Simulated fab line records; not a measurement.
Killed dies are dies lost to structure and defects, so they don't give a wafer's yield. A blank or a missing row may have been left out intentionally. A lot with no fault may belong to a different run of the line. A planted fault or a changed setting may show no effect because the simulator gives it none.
Lot-split experiment	flow n5-finfet	7 lots, 21 wafers read, on a route of 1938 steps

## SPLIT DETAILS
At N5_DUMMY_GATE_CVD_03 (deposits a-Si from SiH4, target thk 150 nm, time 8042 s), the setting temp-c was moved away from the recipe's 530 C on 9 of the 21 wafers read, by -3.2% to +4.5%. The other wafers ran this setting at the recipe's value.

Reading taken at the split's own step.

## THE READING
a-Si_of_DUMMY_GATE_CVD_03.thk-nm (the simulator's own value, which no gauge read), in nm, at N5_DUMMY_GATE_CVD_03 (deposits a-Si from SiH4, target thk 150 nm, time 8042 s). The file gives no usual value for it. Here, 12 wafers ran the recipe; their average is 150.0 nm with a standard deviation of 1.6 nm.

wafer	tool, chamber at the split	temp-c as run, C	against the recipe	a-Si_of_DUMMY_GATE_CVD_03.thk-nm, nm	against lot-mates on the recipe
L074.2	-, -	553.8	+4.5%	287.2	no lot-mate on the recipe
L074.3	-, -	553.8	+4.5%	286.6	no lot-mate on the recipe
L074.4	-, -	553.8	+4.5%	287.4	no lot-mate on the recipe
L080.2	-, -	530	recipe	148.8	-
L080.3	-, -	530	recipe	148.8	-
L080.6	-, -	530	recipe	147.8	-
L082.4	-, -	530	recipe	150.6	-
L082.5	-, -	530	recipe	150.4	-
L082.6	-, -	530	recipe	150.2	-
L086.1	lpcvd-01, 1/90,1/109	530	recipe	152.6	-
L086.5	lpcvd-01, 1/90,1/109	530	recipe	152.6	-
L086.4	lpcvd-01, 1/104	530	recipe	152.2	-
L089.1	-, -	513.1	-3.2%	93.8	no lot-mate on the recipe
L089.6	-, -	513.1	-3.2%	93.8	no lot-mate on the recipe
L089.4	-, -	513.1	-3.2%	93.4	no lot-mate on the recipe
L091.1	-, -	530	recipe	149.6	-
L091.4	-, -	530	recipe	148.2	-
L091.6	-, -	530	recipe	148.6	-
L093.3	-, -	536.6	+1.2%	183	no lot-mate on the recipe
L093.4	-, -	536.6	+1.2%	183	no lot-mate on the recipe
L093.6	-, -	536.6	+1.2%	182.4	no lot-mate on the recipe
Rows listing several chambers each stand for several wafers; the file does not say which wafer went through which chamber.

FIT RESULTS
A straight line over all 21 wafers: a-Si_of_DUMMY_GATE_CVD_03.thk-nm changes by +25.7 nm for each +1% of temp-c; r = +0.98; the points scatter about the line by 11 nm.
Too few moved wafers have a lot-mate on the recipe to fit a line with each lot's own level taken away.

## THE FILE'S OWN FIT
a-Si_of_DUMMY_GATE_CVD_03.thk-nm changes by +25.7 nm for each +1% of temp-c, r = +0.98.
